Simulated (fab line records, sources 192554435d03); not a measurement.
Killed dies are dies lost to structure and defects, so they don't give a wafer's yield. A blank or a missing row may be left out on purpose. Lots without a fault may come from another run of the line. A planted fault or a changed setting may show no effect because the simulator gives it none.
Which tool did it? | flow n5_finfet | 22 lots, 66 wafers sampled, at 4 steps of a route of 1938

WHAT THE GAUGES READ, wafer by wafer
N5_BEOL_M0_CUTY_INSPECT_59: inspects for defects (macro). Usual: raw_defect_count 2.1, standard deviation 1.4.
lot  | measured     | on                | raw_defect_count | flag
L074 | day 5 20:18  | defect_inspect-01 | 2 2 3            |
L075 | day 6 03:26  | defect_inspect-02 | 2 1 2            |
L076 | day 6 09:22  | defect_inspect-01 | 3 2 2            |
L077 | day 6 10:20  | defect_inspect-01 | 0 0 2            |
L078 | day 6 15:55  | defect_inspect-02 | 4 2 4            |
L079 | day 7 01:29  | defect_inspect-01 | 1 1 1            |
L080 | day 7 05:07  | defect_inspect-02 | 1 3 1            |
L081 | day 7 09:37  | defect_inspect-02 | 2 1 4            |
L082 | day 7 17:28  | defect_inspect-02 | 1 2 2            |
L083 | day 8 04:24  | defect_inspect-01 | 4 2 0            |
L084 | day 8 08:17  | defect_inspect-01 | 2 1 1            |
L086 | day 8 18:41  | defect_inspect-01 | 2 1 2            |
L087 | day 9 01:53  | defect_inspect-01 | 5 2 3            |
L089 | day 9 11:07  | defect_inspect-02 | 1 4 0            |
L090 | day 9 17:27  | defect_inspect-02 | 1 1 1            |
L091 | day 9 23:41  | defect_inspect-02 | 1 2 1            |
L092 | day 10 05:50 | defect_inspect-02 | 4 2 0            |
L093 | day 10 08:21 | defect_inspect-01 | 1 0 2            |
L094 | day 10 13:09 | defect_inspect-01 | 4 2 0            |
L095 | day 10 21:13 | defect_inspect-01 | 0 3 6            |
L096 | day 11 05:50 | defect_inspect-01 | 2 2 1            |
L097 | day 11 15:51 | defect_inspect-01 | 3 1 3            |

WHICH TOOL RAN EACH LOT (tool, then ch and the chambers of the sampled wafers, then the start)
lot  | N5_BEOL_M0_SAQP_HM_OPEN_112        | N5_BEOL_M0_SAQP_SPACER1_ETCHBACK_99 | N5_BEOL_M0_SAQP_SPACER2_ALD_26
L074 | rie_diel-01 ch 1,2,3, day 5 14:36  | rie_diel-01 ch 1,2, day 5 16:01     | ald_sin-03 ch 0,1,3, day 5 17:13
L075 | rie_diel-03 ch 1,2,3, day 5 21:58  | rie_diel-03 ch 2,3, day 5 23:22     | ald_sin-01 ch 0,1,2, day 6 00:34
L076 | rie_diel-03 ch 0,2,3, day 6 02:50  | rie_diel-01 ch 0,1, day 6 04:58     | ald_sin-01 ch 1,2,3, day 6 06:17
L077 | rie_diel-06 ch 0,3, day 6 04:27    | rie_diel-03 ch 2,3, day 6 06:34     | ald_sin-01 ch 0,3, day 6 07:46
L078 | rie_diel-01 ch 1,2,3, day 6 09:40  | rie_diel-06 ch 0,2,3, day 6 10:54   | ald_sin-02 ch 0,1, day 6 13:10
L079 | rie_diel-06 ch 0,2, day 6 20:16    | rie_diel-06 ch 0,2,3, day 6 21:26   | ald_sin-03 ch 0,2,3, day 6 22:39
L080 | rie_diel-03 ch 0,2,3, day 7 00:08  | rie_diel-01 ch 0,1,2, day 7 01:20   | ald_sin-01 ch 1,2,3, day 7 02:35
L081 | rie_diel-03 ch 0,1,2, day 7 04:24  | rie_diel-03 ch 0,2,3, day 7 05:45   | ald_sin-03 ch 0,1,2, day 7 06:58
L082 | rie_diel-01 ch 0,1,3, day 7 12:11  | rie_diel-01 ch 0,3, day 7 13:22     | ald_sin-02 ch 0,1,2, day 7 14:40
L083 | rie_diel-03 ch 1,2,3, day 7 23:11  | rie_diel-01 ch 0,2,3, day 8 00:28   | ald_sin-03 ch 1,2,3, day 8 01:40
L084 | rie_diel-03 ch 0,1,3, day 8 03:02  | rie_diel-03 ch 0,1, day 8 04:19     | ald_sin-03 ch 0,3, day 8 05:31
L086 | rie_diel-01 ch 0,1,2, day 8 12:47  | rie_diel-06 ch 1,2, day 8 13:59     | ald_sin-01 ch 2,3, day 8 15:55
L087 | rie_diel-06 ch 0,2, day 8 20:19    | rie_diel-01 ch 0,1, day 8 21:30     | ald_sin-02 ch 0,1,3, day 8 22:52
L089 | rie_diel-01 ch 0,1,2, day 9 05:29  | rie_diel-06 ch 0,1,3, day 9 07:04   | ald_sin-02 ch 1,2,3, day 9 08:22
L090 | rie_diel-06 ch 1,2, day 9 12:22    | rie_diel-06 ch 0,1, day 9 13:32     | ald_sin-01 ch 2,3, day 9 14:44
L091 | rie_diel-03 ch 1,2,3, day 9 16:13  | rie_diel-03 ch 1,2,3, day 9 18:48   | ald_sin-01 ch 0,1,2, day 9 20:56
L092 | rie_diel-01 ch 2,3, day 10 00:57   | rie_diel-01 ch 0,1, day 10 02:07    | ald_sin-03 ch 0,2,3, day 10 03:25
L093 | rie_diel-03 ch 0,1,3, day 10 03:06 | rie_diel-03 ch 0,1, day 10 04:26    | ald_sin-03 ch 0,2,3, day 10 05:55
L094 | rie_diel-06 ch 1,2,3, day 10 07:42 | rie_diel-03 ch 1,2, day 10 09:08    | ald_sin-02 ch 2,3, day 10 10:26
L095 | rie_diel-01 ch 0,2,3, day 10 16:02 | rie_diel-01 ch 0,2,3, day 10 17:13  | ald_sin-02 ch 0,1,3, day 10 18:23
L096 | rie_diel-03 ch 0,3, day 11 00:17   | rie_diel-06 ch 0,2,3, day 11 01:33  | ald_sin-02 ch 1,2,3, day 11 03:17
L097 | rie_diel-01 ch 0,1,2, day 11 10:29 | rie_diel-03 ch 0,1,3, day 11 11:47  | ald_sin-02 ch 0,1, day 11 13:19
- N5_BEOL_M0_SAQP_HM_OPEN_112: chemistry CHF3/O2, target SiO2, stops on a-Si, target depth 12 nm, time 13.5 s.
- N5_BEOL_M0_SAQP_SPACER1_ETCHBACK_99: etches SiO2 in CHF3/O2, target depth 15.4 nm, time 7.7 s.
- N5_BEOL_M0_SAQP_SPACER2_ALD_26: deposits SiO2, target thk 15 nm, pulse time 1 s, purge time 2 s.

WHAT THE TOOLS THEMSELVES READ (means of the sampled wafers that have a number; where no wafer has one, the mark that the record gives instead)
N5_BEOL_M0_SAQP_HM_OPEN_112. Usual: drypump_motor_current_A 5.8 A, standard deviation 0.35; mfc_ar_sccm 200.1 sccm, standard deviation 0.59; oes_product_au 0.54 a.u., standard deviation 0.05; rf_vpp_V 522 V, standard deviation 6.1; showerhead_plenum_p_Torr 2.40 Torr, standard deviation 0.069; throttle_valve_pct 18.79 %, standard deviation 0.15.
lot  | tool        | drypump_motor_current_A (A) | mfc_ar_sccm (sccm) | oes_product_au (a.u.) | rf_vpp_V (V) | showerhead_plenum_p_Torr (Torr) | throttle_valve_pct (%) | flag
L074 | rie_diel-01 | 5.8                         | 199.8              | 0.55                  | 520          | 2.40                            | 18.88                  |
L075 | rie_diel-03 | 5.8                         | 200.1              | 0.52                  | 522          | 2.43                            | 18.66                  |
L076 | rie_diel-03 | 6.0                         | 200.4              | 0.57                  | 521          | 2.39                            | 18.75                  |
L077 | rie_diel-06 | 6.3                         | 200.5              | 0.49                  | 523          | 2.44                            | 18.73                  |
L078 | rie_diel-01 | 5.8                         | 199.9              | 0.55                  | 521          | 2.40                            | 18.89                  |
L079 | rie_diel-06 | 5.8                         | 200.1              | 0.53                  | 523          | 2.46                            | 18.75                  |
L080 | rie_diel-03 | 6.0                         | 200.3              | 0.57                  | 521          | 2.39                            | 18.77                  |
L081 | rie_diel-03 | 5.7                         | 200.5              | 0.53                  | 525          | 2.44                            | 18.78                  |
L082 | rie_diel-01 | 5.7                         | 200.3              | 0.57                  | 517          | 2.37                            | 18.84                  |
L083 | rie_diel-03 | 5.8                         | 200.1              | 0.51                  | 522          | 2.42                            | 18.70                  |
L084 | rie_diel-03 | 5.8                         | 199.8              | 0.53                  | 526          | 2.39                            | 18.74                  |
L086 | rie_diel-01 | 5.6                         | 199.7              | 0.54                  | 522          | 2.36                            | 18.97                  |
L087 | rie_diel-06 | 6.2                         | 199.9              | 0.50                  | 525          | 2.48                            | 18.78                  |
L089 | rie_diel-01 | 5.6                         | 200.2              | 0.53                  | 522          | 2.36                            | 18.97                  |
L090 | rie_diel-06 | 5.8                         | 200.3              | 0.55                  | 519          | 2.41                            | 18.80                  |
L091 | rie_diel-03 | 5.8                         | 199.6              | 0.51                  | 522          | 2.42                            | 18.71                  |
L092 | rie_diel-01 | 5.9                         | 199.9              | 0.56                  | 518          | 2.44                            | 18.78                  |
L093 | rie_diel-03 | 5.8                         | 200.2              | 0.51                  | 526          | 2.39                            | 18.77                  |
L094 | rie_diel-06 | 5.9                         | 201.0              | 0.52                  | 516          | 2.36                            | 18.80                  |
L095 | rie_diel-01 | 5.7                         | 200.6              | 0.56                  | 520          | 2.42                            | 18.83                  |
L096 | rie_diel-03 | 6.1                         | 200.1              | 0.53                  | 520          | 2.33                            | 18.77                  |
L097 | rie_diel-01 | 5.6                         | 199.8              | 0.58                  | 525          | 2.45                            | 18.88                  |

N5_BEOL_M0_SAQP_SPACER1_ETCHBACK_99. Usual: drypump_motor_current_A 5.8 A, standard deviation 0.37; mfc_ar_sccm 199.9 sccm, standard deviation 0.63; oes_product_au 0.81 a.u., standard deviation 0.088; rf_vpp_V 521 V, standard deviation 6.2; showerhead_plenum_p_Torr 2.40 Torr, standard deviation 0.071; throttle_valve_pct 18.88 %, standard deviation 0.16.
lot  | tool        | drypump_motor_current_A (A) | mfc_ar_sccm (sccm) | oes_product_au (a.u.) | rf_vpp_V (V) | showerhead_plenum_p_Torr (Torr) | throttle_valve_pct (%) | flag
L074 | rie_diel-01 | 5.6                         | 199.3              | 0.77                  | 522          | 2.34                            | 19.11                  |
L075 | rie_diel-03 | 6.0                         | 199.7              | 0.86                  | 517          | 2.42                            | 18.78                  |
L076 | rie_diel-01 | 5.5                         | 199.6              | 0.71                  | 519          | 2.32                            | 19.18                  |
L077 | rie_diel-03 | 6.1                         | 200.3              | 0.85                  | 518          | 2.38                            | 18.73                  |
L078 | rie_diel-06 | 5.9                         | 199.5              | 0.77                  | 521          | 2.41                            | 18.79                  |
L079 | rie_diel-06 | 5.9                         | 199.7              | 0.76                  | 522          | 2.41                            | 18.80                  |
L080 | rie_diel-01 | 5.6                         | 199.4              | 0.85                  | 523          | 2.37                            | 19.02                  |
L081 | rie_diel-03 | 6.0                         | 199.4              | 0.86                  | 521          | 2.39                            | 18.84                  |
L082 | rie_diel-01 | 5.9                         | 199.9              | 0.94                  | 515          | 2.43                            | 18.73                  |
L083 | rie_diel-01 | 5.7                         | 199.7              | 0.89                  | 522          | 2.42                            | 18.86                  |
L084 | rie_diel-03 | 5.5                         | 199.5              | 0.76                  | 531          | 2.44                            | 18.82                  |
L086 | rie_diel-06 | 6.0                         | 199.7              | 0.90                  | 516          | 2.39                            | 18.90                  |
L087 | rie_diel-01 | 5.5                         | 199.9              | 0.85                  | 519          | 2.34                            | 18.97                  |
L089 | rie_diel-06 | 6.2                         | 199.7              | 0.79                  | 519          | 2.39                            | 18.86                  |
L090 | rie_diel-06 | 6.4                         | 199.5              | 0.80                  | 522          | 2.46                            | 18.88                  |
L091 | rie_diel-03 | 5.8                         | 199.8              | 0.78                  | 521          | 2.42                            | 18.78                  |
L092 | rie_diel-01 | 5.5                         | 199.1              | 0.77                  | 520          | 2.31                            | 19.08                  |
L093 | rie_diel-03 | 5.7                         | 200.3              | 0.80                  | 530          | 2.40                            | 18.93                  |
L094 | rie_diel-03 | 5.4                         | 200.7              | 0.73                  | 526          | 2.46                            | 18.80                  |
L095 | rie_diel-01 | 5.7                         | 200.2              | 0.86                  | 520          | 2.42                            | 18.89                  |
L096 | rie_diel-06 | 5.9                         | 200.2              | 0.74                  | 522          | 2.40                            | 18.85                  |
L097 | rie_diel-03 | 5.8                         | 200.6              | 0.77                  | 525          | 2.38                            | 18.84                  |

N5_BEOL_M0_SAQP_SPACER2_ALD_26. Usual: heater_power_w 463 W, standard deviation 55; precursor_pulse_height_rel 0.999, standard deviation 0.02.
lot  | tool       | heater_power_w (W) | precursor_pulse_height_rel | flag
L074 | ald_sin-03 | 438                | 0.990                      |
L075 | ald_sin-01 | 470                | 0.996                      |
L076 | ald_sin-01 | 495                | 1.012                      |
L077 | ald_sin-01 | 443                | 0.998                      |
L078 | ald_sin-02 | 456                | 1.002                      |
L079 | ald_sin-03 | 509                | 1.007                      |
L080 | ald_sin-01 | 496                | 1.011                      |
L081 | ald_sin-03 | 494                | 1.001                      |
L082 | ald_sin-02 | 451                | 1.010                      |
L083 | ald_sin-03 | 496                | 0.991                      |
L084 | ald_sin-03 | 456                | 1.000                      |
L086 | ald_sin-01 | 496                | 1.008                      |
L087 | ald_sin-02 | 423                | 0.999                      |
L089 | ald_sin-02 | 432                | 1.005                      |
L090 | ald_sin-01 | 505                | 1.002                      |
L091 | ald_sin-01 | 482                | 1.009                      |
L092 | ald_sin-03 | 499                | 1.004                      |
L093 | ald_sin-03 | 511                | 0.999                      |
L094 | ald_sin-02 | 430                | 0.993                      |
L095 | ald_sin-02 | 422                | 0.991                      |
L096 | ald_sin-02 | 431                | 1.013                      |
L097 | ald_sin-02 | 433                | 0.985                      |

THE ANSWER, worked out from the rows above alone
Rule: a lot is off if the mean of its wafers that have a number lies more than 3 standard deviations from the usual mean. A lot without any number at a reading at which 4 lots or more have one is off too. The other lots that the step has rows for count as sound. The gauges are gone through in route order, then the tools' own readings, and for those a lot's mean is taken as printed above. The first step at which some lot is off is used, and at that step the reading that is off furthest; a lot without a number counts as furthest.
No lot is off at any reading shown: from this, nothing can be told.

WHAT THE SIMULATOR HAD PUT IN
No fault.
